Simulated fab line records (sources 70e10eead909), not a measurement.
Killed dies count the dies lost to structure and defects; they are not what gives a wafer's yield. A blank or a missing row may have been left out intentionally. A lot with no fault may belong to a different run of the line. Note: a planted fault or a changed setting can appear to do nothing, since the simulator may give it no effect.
fab line records	flow nand-harc
[record] lots = 5	wafers = 15	last-day = 33
route steps=1302 shown A_SLIT@930
lots that met no fault: from a run of the same line without faults
start-h: the number of hours between the record's first day and the start of the first shown wafer of the lot	wait-h: hours since the lot's step before	" the same as in the row above	L1.1+2: a row that stands for several wafers	- no value, or no start given	* or withheld: withheld	< > ~ a bound
route shown NAME@n: NAME is a module with steps in the file, n the number in the route of the first one	usual: mean/standard deviation taken from wafers without a fault	same: alike in all rows	chamber/n: place in a boat	sites: each site's reading	_std_site: standard deviation of those values	_edge_site: mean of outer sites minus mean of inner sites	radius-mm: for every site, how far away it sits from the centre of the wafer	mask NAME#n: copy n	behind: tool/chamber where the wafer was last shaped	hold: why the lot went on hold/how many hours it stayed there/how the hold came to an end	device: names the non-switching transistor (n, p or np)	end of line: at the end of the route, the tests of the same wafers	step lacking rows: just its recipe	killed: not the wafer's yield, but the dies lost to structure and defects at the first sort	map: per-die view of a wafer (x killed, . not killed, _ where there is no die)
set.NAME: the setting the step ran with; set.NAME@STEP: the setting that earlier step ran with	model.NAME: the simulator's own value behind a step, which no gauge read
lots at some steps of the route; a table a step, a row a wafer
services: when a tool's chamber went out of use (start-h, in hours from the record's first day, below 0 if earlier), for how many hours, and the reason
[[steps]]
[step NHARC_A_SLIT_EXPOSE_06]
[recipe] na = 1.35	dose-mj = 60.82	mask-id = SLIT
[step NHARC_A_SLIT_PEB_07]
[recipe] peb-temp-c = 100	peb-time-s = 65
[step NHARC_A_SLIT_DEVELOP_08]
[recipe] develop-time-s = 35	dev-temp-c = 23
[step NHARC_A_SLIT_CD_MEAS_09]
[recipe] target-cd-nm = 300	landing-energy-ev = 500
[usual] cd-nm = 300.3/0.55
lot.wafer	tool	chamber	start-h	wait-h	cd-nm
L842.1	cd-sem-01	0	458.69	-	300.7
L842.2	"	0	"	"	301.1
L842.6	"	0	"	"	300.8
L852.1	cd-sem-01	0	552.19	-	300.5
L852.4	"	0	"	"	300.0
L852.6	"	0	"	"	299.9
L856.1	cd-sem-02	0	589.11	-	300.2
L856.4	"	0	"	"	299.6
L856.5	"	0	"	"	300.8
L859.2	cd-sem-02	0	612.22	-	300.3
L859.3	"	0	"	"	300.0
L859.4	"	0	"	"	300.2
L864.1	cd-sem-02	0	671.87	-	301.3
L864.3	"	0	"	"	299.9
L864.5	"	0	"	"	301.0
[step NHARC_A_SLIT_OVL_MEAS_10]
[usual] overlay-x-nm = 0.2/0.99	overlay-y-nm = 0.0/0.79
lot.wafer	tool	chamber	start-h	wait-h	overlay-x-nm	overlay-y-nm
L842.1	overlay-01	-	458.78	-	1.4	0.7
L842.2	"	-	"	"	1.4	0.5
L842.6	"	-	"	"	1.4	0.2
L852.1	overlay-02	-	552.28	-	-0.3	0.4
L852.4	"	-	"	"	-0.4	0.3
L852.6	"	-	"	"	-0.8	0.9
L856.1	overlay-01	-	589.20	-	-1.5	0.2
L856.4	"	-	"	"	-1.7	0.3
L856.5	"	-	"	"	-1.1	0.4
L859.2	overlay-01	-	612.31	-	0.3	-2.3
L859.3	"	-	"	"	0.6	-0.9
L859.4	"	-	"	"	0.5	-1.9
L864.1	overlay-02	-	671.96	-	-1.1	0.0
L864.3	"	-	"	"	-1.1	0.0
L864.5	"	-	"	"	-0.7	-0.6
[step NHARC_A_SLIT_INSPECT_11]
[usual] raw-defect-count = 54/28
lot.wafer	tool	chamber	start-h	wait-h	raw-defect-count
L842.1	defect-inspect-02	-	458.81	0.0	63
L842.2	"	-	"	"	51
L842.6	"	-	"	"	68
L852.1	defect-inspect-02	-	552.31	0.0	11
L852.4	"	-	"	"	12
L852.6	"	-	"	"	10
L856.1	defect-inspect-02	-	589.24	0.0	32
L856.4	"	-	"	"	53
L856.5	"	-	"	"	41
L859.2	defect-inspect-02	-	612.35	0.0	91
L859.3	"	-	"	"	87
L859.4	"	-	"	"	78
L864.1	defect-inspect-01	-	672.00	0.0	63
L864.3	"	-	"	"	45
L864.5	"	-	"	"	58
[step NHARC_A_SLIT_DESCUM_14]
[recipe] time-s = 3	o2-flow-sccm = 200	ar-flow-sccm = 0	bias-power-w = 0	chemistry = O2
[usual] drypump-motor-current-A = 5.9/0.46	oes-product-au = 0.996/0.012	rf-vpp-V = 57.8/0.88	showerhead-plenum-p-Torr = 1.89/0.079	throttle-valve-pct = 11.312/0.0089
lot.wafer	tool	chamber	start-h	wait-h	drypump-motor-current-A	oes-product-au	rf-hours-counter-h	rf-vpp-V	showerhead-plenum-p-Torr	throttle-valve-pct
L842.1	rie-diel-13	2	458.89	0.1	5.9	1.018	8	57.5	1.86	11.314
L842.2	"	3	"	"	5.7	0.994	6	57.6	1.90	11.320
L842.6	"	2	"	"	5.9	1.013	-	56.9	1.86	11.329
L852.4	rie-diel-13	2	552.55	0.2	5.9	1.018	1	56.9	1.86	11.330
L852.1	"	3	"	"	5.7	0.988	1	57.6	1.90	11.320
L852.6	"	1	"	"	6.0	1.012	-	58.3	2.03	11.310
L856.1	rie-diel-06	1	589.31	0.1	5.5	1.000	5	57.5	1.79	11.313
L856.4	"	2	"	"	6.7	0.995	5	56.9	1.85	11.316
L856.5	"	1	"	"	5.5	0.999	-	56.7	1.79	11.309
L859.4	rie-diel-06	1	612.41	0.1	5.5	0.984	6	56.5	1.79	11.315
L859.3	"	2	"	"	6.7	0.996	6	58.3	1.85	11.294
L859.2	"	3	"	"	6.6	0.984	6	58.6	1.92	11.337
L864.1	rie-diel-13	0	672.07	0.1	6.5	1.000	7	59.6	1.99	11.337
L864.3	"	1	"	"	6.0	1.011	7	57.9	2.03	11.311
L864.5	"	0	"	"	6.5	0.998	-	57.7	1.99	11.311
[step NHARC_A_SLIT_ETCH_24]
[recipe] target-depth-a = 1210	time-s = 60.5	cf4-flow-sccm = 100	chf3-flow-sccm = 30	ar-flow-sccm = 0	rf-w = 500	bias-w = 200	chemistry = CF4/CHF3
[step NHARC_A_SLIT_ETCH_15]
[recipe] target-depth-a = 62000	over-etch-frac = 0.3	time-s = 1612	ion-energy-ev = 150	o2-flow-sccm = 400	cos-flow-sccm = 20	ar-flow-sccm = 0	rf-w = 500	bias-w = 300	chemistry = O2/COS
[usual] drypump-motor-current-A = 6.0/0.46	oes-product-au = 0.994/0.012	rf-vpp-V = 313.7/1.8	showerhead-plenum-p-Torr = 3.09/0.12	throttle-valve-pct = 28.331/0.0095
lot.wafer	tool	chamber	start-h	wait-h	drypump-motor-current-A	oes-product-au	rf-hours-counter-h	rf-vpp-V	showerhead-plenum-p-Torr	throttle-valve-pct
L842.1	rie-diel-13	0	-	-	6.5	0.976	5	315.2	3.25	28.321
L842.2	"	3	"	"	5.7	0.996	6	313.7	3.10	28.351
L842.6	"	3	"	"	5.7	0.995	-	313.6	3.10	28.316
L852.1	rie-diel-13	2	-	-	5.9	1.014	1	314.0	3.03	28.333
L852.4	"	3	"	"	5.7	0.992	1	314.2	3.10	28.333
L852.6	"	3	"	"	5.7	0.986	-	313.2	3.10	28.342
L856.1	rie-diel-06	3	-	-	6.6	0.989	5	315.2	3.13	28.322
L856.4	"	1	"	"	5.5	0.998	5	310.2	2.94	28.337
L856.5	"	3	"	"	6.7	0.992	-	314.0	3.13	28.327
L859.2	rie-diel-06	0	-	-	6.4	0.956	5	313.1	2.95	28.335
L859.4	"	2	"	"	6.7	0.995	6	313.2	3.02	28.318
L859.3	"	3	"	"	6.7	0.997	7	314.7	3.13	28.335
L864.1	rie-diel-13	1	-	-	6.0	1.002	8	315.6	3.30	28.315
L864.3	"	2	"	"	5.9	1.014	8	312.7	3.03	28.317
L864.5	"	0	"	"	6.5	0.990	-	316.4	3.24	28.334
[step NHARC_A_SLIT_ETCH_17]
[recipe] bias-v = 900	source-w = withheld	pressure-mtorr = 20	ar-flow-sccm = 375	c4f8-flow-sccm = 83.3	o2-flow-sccm = 41.7	time-s = 4254.5	target-depth-a = 2.03e+05	chemistry = C4F8/O2/Ar
[usual] c4f8-flow-sccm = 83.26/0.27	drypump-motor-current-A = 5.5/0.45	he-backside-leak-sccm = 6.3/0.92	showerhead-plenum-p-Torr = 3.68/0.13	throttle-valve-pct = 32.047/0.009
lot.wafer	tool	chamber	start-h	wait-h	c4f8-flow-sccm	drypump-motor-current-A	he-backside-leak-sccm	rf-hours-counter-h	showerhead-plenum-p-Torr	throttle-valve-pct
L842.2	har-etch-01	0	460.39	-	82.89	5.3	6.2	245	3.66	32.048
L842.1	"	1	"	"	83.00	6.3	6.4	245	3.58	32.029
L842.6	"	0	462.76	-	83.10	5.3	6.3	-	3.66	32.049
L852.1	har-etch-01	1	554.57	-	83.17	6.3	7.4	299	3.55	32.049
L852.4	"	0	"	"	83.20	5.3	6.8	-	3.63	32.041
L852.6	"	0	556.38	-	83.24	5.3	6.8	-	3.63	32.048
L856.1	har-etch-02	1	591.49	-	83.26	5.4	5.6	122	3.87	32.038
L856.4	"	1	592.67	-	83.36	5.4	5.8	-	3.87	32.043
L856.5	"	0	594.44	-	83.43	5.0	5.5	-	3.64	32.028
L859.2	har-etch-02	1	614.25	-	83.50	5.4	5.6	130	3.87	32.049
L859.3	"	0	"	"	83.09	5.1	6.0	-	3.64	32.027
L859.4	"	1	"	"	83.23	5.4	5.5	-	3.87	32.044
L864.1	har-etch-01	1	673.92	-	82.72	6.3	7.3	371	3.51	32.043
L864.3	"	0	"	"	83.20	5.3	6.9	-	3.59	32.040
L864.5	"	0	675.74	-	83.11	5.3	7.0	-	3.59	32.051
[step NHARC_A_SLIT_ETCH_26]
[recipe] bias-v = 400	source-w = 2000	pressure-mtorr = 25	time-s = 90	ar-flow-sccm = 375	c4f8-flow-sccm = 41.7	o2-flow-sccm = 83.3	target-depth-a = 4000	chemistry = C4F8/O2/Ar
[usual] c4f8-flow-sccm = 41.72/0.13	drypump-motor-current-A = 5.5/0.45	he-backside-leak-sccm = 6.3/0.93	showerhead-plenum-p-Torr = 3.71/0.14	throttle-valve-pct = 27.619/0.01
lot.wafer	tool	chamber	start-h	wait-h	c4f8-flow-sccm	drypump-motor-current-A	he-backside-leak-sccm	rf-hours-counter-h	showerhead-plenum-p-Torr	throttle-valve-pct
L842.2	har-etch-01	0	463.95	3.0	41.82	5.4	6.0	248	3.69	27.603
L842.1	"	1	"	"	41.71	6.3	7.0	248	3.61	27.614
L842.6	"	0	"	"	41.74	5.3	6.5	-	3.69	27.619
L852.1	har-etch-01	1	557.63	2.5	41.72	6.3	7.6	302	3.58	27.624
L852.4	"	0	"	"	41.89	5.3	6.7	-	3.66	27.620
L852.6	"	0	"	"	41.96	5.3	6.4	-	3.66	27.628
L856.1	har-etch-02	1	595.03	2.9	41.51	5.4	5.8	125	3.91	27.637
L856.4	"	1	"	"	41.80	5.4	5.7	-	3.91	27.613
L856.5	"	0	"	"	41.73	5.0	5.9	-	3.67	27.619
L859.2	har-etch-02	1	617.26	2.4	41.48	5.4	5.7	133	3.90	27.626
L859.3	"	0	"	"	41.58	5.1	5.9	-	3.67	27.622
L859.4	"	1	"	"	41.57	5.4	5.6	-	3.90	27.616
L864.1	har-etch-01	1	676.98	2.5	41.66	6.3	7.4	374	3.54	27.613
L864.3	"	0	"	"	41.62	5.4	7.0	-	3.62	27.631
L864.5	"	0	"	"	41.73	5.4	7.2	-	3.62	27.597
[step NHARC_A_SLIT_STRIP_28]
[recipe] o2-flow-sccm = 400	cos-flow-sccm = 20	ar-flow-sccm = 0	bias-w = 0	chemistry = O2/COS
[step NHARC_A_SLIT_ETCH_29]
[recipe] target-depth-a = 1000	overetch-a = 100	time-s = 55	ion-energy-ev = 100	cf4-flow-sccm = 80	o2-flow-sccm = 20	ar-flow-sccm = 0	rf-w = 300	bias-w = 100	chemistry = CF4/O2
[usual] drypump-motor-current-A = 6.0/0.47	oes-product-au = 0.996/0.012	rf-vpp-V = 197.4/1.4	showerhead-plenum-p-Torr = 1.32/0.054	throttle-valve-pct = 13.398/0.01
lot.wafer	tool	chamber	start-h	wait-h	drypump-motor-current-A	oes-product-au	rf-hours-counter-h	rf-vpp-V	showerhead-plenum-p-Torr	throttle-valve-pct
L842.2	rie-diel-08	3	464.83	0.1	5.6	0.994	6	196.0	1.26	13.377
L842.1	"	0	"	"	6.1	1.013	5	197.8	1.40	13.391
L842.6	"	0	"	"	6.1	1.010	-	198.1	1.40	13.385
L852.4	rie-diel-08	3	558.50	0.1	5.7	0.989	0	195.4	1.26	13.392
L852.1	"	0	"	"	6.1	0.906	0	198.8	1.40	13.386
L852.6	"	2	"	"	5.2	0.992	-	197.4	1.34	13.400
L856.4	rie-diel-06	3	595.91	0.1	6.7	0.985	6	198.1	1.34	13.390
L856.1	"	0	"	"	6.5	0.971	5	195.7	1.26	13.398
L856.5	"	0	"	"	6.4	0.970	-	195.4	1.26	13.392
L859.4	rie-diel-13	3	618.11	0.1	5.7	0.983	5	197.6	1.32	13.396
L859.2	"	1	"	"	6.0	1.014	4	198.7	1.41	13.379
L859.3	"	2	"	"	5.9	1.009	5	196.3	1.29	13.365
L864.1	rie-diel-08	1	677.85	0.1	5.7	0.997	8	196.9	1.29	13.396
L864.3	"	2	"	"	5.2	0.987	9	198.3	1.34	13.397
L864.5	"	0	"	"	6.0	1.009	-	199.5	1.40	13.375
[step NHARC_A_SLIT_STRIP_18]
[recipe] o2-flow-sccm = 500	ar-flow-sccm = 0	bias-w = 0	chemistry = O2
[usual] drypump-motor-current-A = 6.0/0.47	oes-product-au = 0.995/0.012	rf-vpp-V = 57.6/0.95	showerhead-plenum-p-Torr = 3.49/0.13	throttle-valve-pct = 17.035/0.0089
lot.wafer	tool	chamber	start-h	wait-h	drypump-motor-current-A	oes-product-au	rf-hours-counter-h	rf-vpp-V	showerhead-plenum-p-Torr	throttle-valve-pct
L842.2	rie-diel-08	1	-	-	5.7	0.985	3	58.2	3.41	17.026
L842.1	"	0	"	"	6.1	1.006	5	59.6	3.70	17.028
L842.6	"	2	"	"	5.2	0.996	-	57.9	3.54	17.044
L852.1	rie-diel-08	1	-	-	5.7	1.003	0	57.1	3.41	17.041
L852.4	"	3	"	"	5.7	0.990	0	58.6	3.34	17.031
L852.6	"	0	"	"	6.1	0.996	-	58.9	3.70	17.026
L856.4	rie-diel-06	0	-	-	6.5	0.970	5	58.8	3.33	17.047
L856.1	"	1	"	"	5.5	0.999	6	57.6	3.32	17.038
L856.5	"	0	"	"	6.4	0.972	-	58.3	3.33	17.057
L859.3	rie-diel-13	2	-	-	5.9	1.016	5	57.8	3.43	17.030
L859.4	"	3	"	"	5.7	0.983	5	59.8	3.50	17.032
L859.2	"	1	"	"	6.0	1.014	4	57.4	3.73	17.026
L864.3	rie-diel-08	3	-	-	5.7	0.986	10	57.1	3.34	17.032
L864.1	"	0	"	"	6.1	1.007	9	58.4	3.69	17.025
L864.5	"	3	"	"	5.7	0.984	-	57.6	3.34	17.037
[[services]]
tool	chamber	start-h	hours	kind
rie-diel-13	1	445.13	20.7	repair
rie-diel-13	0	449.04	-	clean
rie-diel-13	2	449.04	-	clean
rie-diel-13	3	449.04	-	clean
rie-diel-06	1	467.64	21.6	repair
rie-diel-13	0	473.54	-	clean
rie-diel-13	1	473.54	-	clean
rie-diel-13	2	473.54	-	clean
rie-diel-13	3	473.54	-	clean
rie-diel-06	-	484.20	9.0	pm
rie-diel-13	0	498.04	-	clean
rie-diel-13	1	498.04	-	clean
rie-diel-13	2	498.04	-	clean
rie-diel-13	3	498.04	-	clean
rie-diel-13	2	505.23	4.4	repair
rie-diel-13	-	519.04	9.0	pm
rie-diel-13	0	519.04	9.0	vent-cycle
rie-diel-13	1	519.04	9.0	vent-cycle
rie-diel-13	2	519.04	9.0	vent-cycle
rie-diel-13	3	519.04	9.0	vent-cycle
rie-diel-08	-	544.80	9.0	pm
rie-diel-06	0	551.68	6.0	repair
rie-diel-06	0	618.96	2.4	repair
rie-diel-06	-	661.20	9.0	pm
[[key]]
[first-sign] step = NHARC_A_SLIT_ETCH_29	reading = oes-product-au	direction = down	sigmas = 7.6	usual = 0.996	struck = 0.906
effect none on later readings
met-at NHARC_A_SLIT_ETCH_29
struck-wafers L852.1
later-rows-left-out L852.1
sort-left-out L852.1
tester-left-out L852
onset-between 464.83 558.50
[fault] kind = process-parameter-drift	tool = rie-diel-08	chamber = 0	onset-h = 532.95	steps = NHARC_A_SLIT_ETCH_29	channel = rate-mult	offset = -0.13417	shape = step	end-h = 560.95
// tester-left-out: of these lots the tester's yield and bins aren't shown, on N5 and GAA mostly nor the transistor test; their killed dies are dies lost to structure and defects alone, not to doping, threshold or leakage, so they don't give the yield
// sort-left-out: the simulated sort isn't trusted on such a fault, so these wafers' sort isn't shown, and their yield isn't known
// later-rows-left-out: the simulator's readings of these wafers behind a module that went badly wrong aren't trusted and aren't shown, but for the sort
